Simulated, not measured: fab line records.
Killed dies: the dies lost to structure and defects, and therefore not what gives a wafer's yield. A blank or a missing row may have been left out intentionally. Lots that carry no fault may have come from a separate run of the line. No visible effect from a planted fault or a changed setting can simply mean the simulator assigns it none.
Struck lot and sound lot, side by side    flow n5Finfet    25 out of 1938 route steps
Sound: the wafers L524.2, L524.4, L524.6. The struck wafers were L514.2, L514.4. At the end, the cause is stated.
For every step that has rows: the tool of each side, followed by ch and its chambers, followed by its first start. Under that, the readings that differ: sound wafers    struck wafers    difference of the means    sigmas: that difference in standard deviations of wafers without a fault.
alike: readings with means less than 2 such deviations apart, plus words and numbers identical on both sides. not compared: withheld readings, readings lacking a value on some wafer, bounds such as >300 that could conceal the same value, and numbers that have no deviation in the record and whose values overlap.
A row with sigmas, a row that says differs or no value, or rows on one side alone: a step with any of these is where the two part. Numbers that don't overlap but have no deviation are shown without sigmas and don't part them. Lack of a reading on every wafer of one side parts them only where that side has two or more wafers.

first, 10 steps without rows for these wafers: N5_SD_EPI_N_PRECLEAN_24 (cleans in O3/DIW, time 60 s); N5_SD_EPI_N_SRD_25 (time 30 s); N5_SD_EPI_N_PRECLEAN_49 (cleans in NF3:NH3, afs cycles 1, time 20 s, sublimation time 60 s); N5_SD_EPI_N_LINER_46 (material SiNx, target thk 3 nm); N5_SD_EPI_P_COAT_34 (time 60 s, resist thk 350 nm); N5_SD_EPI_P_COAT_35 (time 60 s, resist thk 35 nm); N5_SD_EPI_P_COAT_03 (resist thk 150 nm); N5_SD_EPI_P_EBR_05; N5_SD_EPI_P_SOFTBAKE_04 (time 60 s); N5_SD_EPI_P_EXPOSE_06 (exposes mask SD P BLK, target cd 240 nm).
N5_SD_EPI_P_PEB_07: peb time 60 s.
  sound on lithoTrack-04 ch 0, day 8 05:21; struck on lithoTrack-04 ch 0, day 5 19:05
reading                sound                 struck       difference                     sigmas
heaterPowerTotalW (W)  174.6 175.0 175.1     204.4 204.9  +29.8                          +19
plateTempC (C)         110.13 110.05 110.03  - -          no value on the struck wafers  
then, 1 step without rows for these wafers: N5_SD_EPI_P_DEVELOP_08 (develop time 30 s).
N5_SD_EPI_P_CD_MEAS_09 targets a cd of 240 nm.
  sound on cdSem-02 ch 0, day 8 05:25; struck on cdSem-03 ch 0, day 5 19:09
reading    sound              struck       difference  sigmas
cdNm (nm)  240.2 240.2 240.6  230.0 228.6  -11.0       -18
N5_SD_EPI_P_DESCUM_14: chemistry O2, time 7.9 s.
  sound on rieDiel-02 ch 0,2,3, day 8 05:30; struck on rieDiel-05 ch 0,1, day 5 19:15
reading                   sound            struck     difference  sigmas
model.SD_EPI_P.cdNm (nm)  240 240.2 240.8  230 228.8  -11         
  alike: drypumpMotorCurrentA, oesProductAu, rfVppV, showerheadPlenumPTorr, throttleValvePct
  not compared: rfHoursCounterH
then, 7 steps without rows for these wafers: N5_SD_EPI_P_ETCH_36 (etches SiARC in CF4, target depth 45.5 nm, time 75.8 s); N5_SD_EPI_P_ETCH_37 (etches SOC in N2/H2, overetch 108 nm, time 486 s); N5_SD_EPI_P_STRIP_38 (strips in N2/H2); N5_SD_EPI_P_ETCHBACK_46 (etches SiNx in CH3F/O2, stops on SiO2, target depth 17.5 nm); N5_SD_EPI_P_ETCH_47 (etches SiOCN in CH3F/O2, target depth 25 nm); N5_SD_EPI_P_ETCH_16 (etches SiO2 in CHF3/O2, target depth 5 nm); N5_SD_EPI_P_STRIP_50 (strips in CHF3/O2).
N5_SD_EPI_P_SD_RECESS_17: chemistry HBr/Cl2/O2, target depth 39.1 nm, bt time 3 s.
  sound on rieSi-02 ch 0,3, day 8 06:11; struck on rieSi-03 ch 1,2, day 5 19:56
reading                   sound              struck     difference  sigmas
model.SD_EPI_P.cdNm (nm)  240.4 240.6 241.2  230 228.8  -11         
  alike: drypumpMotorCurrentA, mfcCl2Sccm, oesProductAu, throttleValvePct
  not compared: rfHoursCounterH
then, 1 step without rows for these wafers: N5_SD_EPI_P_WET_ETCH_45 (etches SiO2 in dHF, time 10.7 s, target depth 2 nm, rinse time 30 s).
-- the record jumps here: 5 days lie between the struck wafers' starts before and after (it left off in module SD_EPI_P and takes up again in module BEOL_M4, whose first step shown is number 1111 of the route) --
N5_BEOL_M4_RC_MEAS_101:
  sound on prober-02 ch 0, day 13 07:05; struck on prober-01 ch 0, day 10 14:47
  alike: DIBL_N, DIBL_P, IOFF_N, IOFF_P, ION_N, ION_P, SS_N, SS_P, VT_N, VT_P
next, for these wafers, 1 step has no rows: N5_PASSIVATION_PROBE_49.

## WHERE THEY PART
Last at N5_SD_EPI_P_CD_MEAS_09 as far as this record goes, first at N5_SD_EPI_P_PEB_07. Later steps at which nothing parts them and some readings are alike: N5_SD_EPI_P_DESCUM_14, N5_SD_EPI_P_SD_RECESS_17, N5_BEOL_M4_RC_MEAS_101.

WHY: what the simulator had put in
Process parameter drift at N5_SD_EPI_P_PEB_07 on lithoTrack-04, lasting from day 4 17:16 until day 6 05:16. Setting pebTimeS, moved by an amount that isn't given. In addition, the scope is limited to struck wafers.
